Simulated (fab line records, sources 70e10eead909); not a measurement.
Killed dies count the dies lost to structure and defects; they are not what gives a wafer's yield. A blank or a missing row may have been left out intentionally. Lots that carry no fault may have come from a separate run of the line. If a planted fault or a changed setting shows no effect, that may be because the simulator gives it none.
A lot that was struck, set against a sound lot :: flow nand_harc :: 33 out of 1302 route steps
Sound: these wafers, L725.1, L725.3, L725.5. Wafers L735.2, L735.3, L735.6 were the ones struck. Last of all comes the cause.
Each step with rows lists, per side, the tool, then ch with its chambers, then its first start. Under that, the readings that differ: sound wafers :: struck wafers :: difference of the means :: sigmas: that difference in standard deviations of wafers without a fault.
alike: readings whose means differ by less than 2 such deviations, and words and numbers that are the same on both sides. not compared: withheld readings, readings that some wafer has no value for, bounds like >300 that may hide the same value, and numbers for which the record gives no deviation and whose values overlap.
Wherever a step has rows on one side only, a row that says differs or no value, or a row with sigmas, the two part there. When numbers do not overlap yet have no deviation, they are printed without sigmas and do not part them. A reading that every wafer of one side lacks parts them only if that side has two wafers or more.

first, 9 steps without rows for these wafers: NHARC_A_CHANNEL_HOLE_D1_DEP_00 (deposits aC, target thk 3100 nm); NHARC_A_CHANNEL_HOLE_D1_DEP_01 (deposits SiON, target thk 140 nm); NHARC_A_CHANNEL_HOLE_D1_DEHYDRATE_02 (time 120 s); NHARC_A_CHANNEL_HOLE_D1_HMDS_03 (time 30 s); NHARC_A_CHANNEL_HOLE_D1_COAT_36 (time 75 s); NHARC_A_CHANNEL_HOLE_D1_COAT_37 (time 65 s); NHARC_A_CHANNEL_HOLE_D1_COAT_04 (resist thk 90 nm); NHARC_A_CHANNEL_HOLE_D1_SOFTBAKE_05 (time 55 s); NHARC_A_CHANNEL_HOLE_D1_EBR_06.
NHARC_A_CHANNEL_HOLE_D1_EXPOSE_07: exposes mask HOLE D1, target cd 100 nm.
  sound on arfi_scanner-01 ch 0, day 9 13:18; struck on arfi_scanner-01 ch 0, day 13 04:34
reading: exposure_dose_mJ_cm2
sound: 60.17 60.21 60.12
struck: 61.99 62.00 62.05
difference: +1.85
sigmas: +6
  alike: mask, reticle_temp_C
then, 2 steps without rows for these wafers: NHARC_A_CHANNEL_HOLE_D1_PEB_08 (peb time 65 s); NHARC_A_CHANNEL_HOLE_D1_DEVELOP_09 (develop time 35 s).
NHARC_A_CHANNEL_HOLE_D1_CD_MEAS_10: target cd 100 nm.
  sound on cd_sem-03 ch 0, day 9 13:26; struck on cd_sem-02 ch 0, day 13 04:41
reading: cd_nm (nm)
sound: 99.8 100.2 100.5
struck: 101.6 101.8 101.2
difference: +1.4
sigmas: +4
NHARC_A_CHANNEL_HOLE_D1_DESCUM_15: chemistry O2, time 3 s.
  sound on rie_diel-10 ch 0,1,2, day 9 13:37; struck on rie_diel-10 ch 0,2,3, day 13 04:53
reading: model.A_CHANNEL_HOLE_D1.cd_nm (nm)
sound: 99.97 100.1 100.9
struck: 101.5 101.7 101.5
difference: +1.2
sigmas: 
  alike: drypump_motor_current_A, oes_product_au, rf_vpp_V, showerhead_plenum_p_Torr, throttle_valve_pct
  not compared: rf_hours_counter_h
then, 16 steps without rows for these wafers: NHARC_A_CHANNEL_HOLE_D1_ETCH_38 (etches the open film in CF4, target depth 39 nm, time 65 s); NHARC_A_CHANNEL_HOLE_D1_ETCH_39 (etches the open film in N2/H2, target depth 260 nm, time 325 s); NHARC_A_CHANNEL_HOLE_D1_ETCH_34 (etches the open film in CF4/CHF3, target depth 154 nm, time 77 s); NHARC_A_CHANNEL_HOLE_D1_ETCH_16 (etches the open film in O2/COS, target depth 3100 nm, time 806 s); NHARC_A_CHANNEL_HOLE_D1_ETCH_19 (etches the open film in C4F8/O2/Ar, time 34.5 s); NHARC_A_CHANNEL_HOLE_D1_ETCH_20 (etches the open film in C4F8/O2/Ar, time 361.9 s, target depth 1600 nm); NHARC_A_CHANNEL_HOLE_D1_ETCH_21 (etches the open film in C4F8/O2/Ar, time 514.3 s, target depth 1600 nm); NHARC_A_CHANNEL_HOLE_D1_ETCH_22 (etches the open film in C4F8/O2/Ar, time 666.7 s, target depth 1600 nm); NHARC_A_CHANNEL_HOLE_D1_ETCH_23 (etches the open film in C4F8/O2/Ar, time 819 s, target depth 1600 nm); NHARC_A_CHANNEL_HOLE_D1_ETCH_24 (etches the open film in C4F8/O2/Ar, time 906.2 s, target depth 1500 nm); NHARC_A_CHANNEL_HOLE_D1_ETCH_25 (etches the open film in C4F8/O2/Ar, time 1040.2 s, target depth 1500 nm); NHARC_A_CHANNEL_HOLE_D1_ETCH_26 (etches the open film in C4F8/O2/Ar, time 224.1 s, target depth 300 nm); NHARC_A_CHANNEL_HOLE_D1_ETCH_33 (etches the open film in C4F8/O2/Ar, time 90 s, target depth 400 nm); NHARC_A_CHANNEL_HOLE_D1_STRIP_41 (strips in N2/H2); NHARC_A_CHANNEL_HOLE_D1_STRIP_42 (strips in CF4/CHF3); NHARC_A_CHANNEL_HOLE_D1_STRIP_43 (strips in O2/COS).
NHARC_A_CHANNEL_HOLE_D1_ETCH_44: etches the open film in CF4/O2, target depth 140 nm, overetch 14 nm, time 77 s.
  sound on rie_diel-10 ch 0,2,3, day 9 19:42; struck on rie_diel-10 ch 0,3, day 13 10:58
reading: model.A_CHANNEL_HOLE_D1.cd_nm (nm)
sound: 89.36 89.76 90.29
struck: 91.27 91.55 91.27
difference: +1.56
sigmas: 
  alike: drypump_motor_current_A, oes_product_au, rf_fwd_power_W, rf_vpp_V, showerhead_plenum_p_Torr, throttle_valve_pct
  not compared: rf_hours_counter_h
then, 1 step without rows for these wafers: NHARC_A_CHANNEL_HOLE_D1_STRIP_27 (strips in O2).
-- record jumps: 16 days between struck wafers' starts before vs after; left off in module A_CHANNEL_HOLE_D1, resumes in module END, first step shown is number 1302 of the route --
NHARC_END_SORT_01:
  sound on prober-02 ch 0, day 25 14:31; struck on prober-01 ch 0, day 29 04:22
  alike: killed_at_array, killed_at_other, killed_at_periphery, killed_dies, killed_open, killed_short

== WHERE THEY PART ==
Last at NHARC_A_CHANNEL_HOLE_D1_CD_MEAS_10 as far as this record goes, first at NHARC_A_CHANNEL_HOLE_D1_EXPOSE_07. Later steps at which nothing parts them and some readings are alike: NHARC_A_CHANNEL_HOLE_D1_DESCUM_15, NHARC_A_CHANNEL_HOLE_D1_ETCH_44, NHARC_END_SORT_01.

WHY: whatever the simulator had introduced
Drift in process parameters on arfi_scanner-01 at NHARC_A_CHANNEL_HOLE_D1_EXPOSE_07, starting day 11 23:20. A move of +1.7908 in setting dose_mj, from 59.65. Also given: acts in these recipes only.
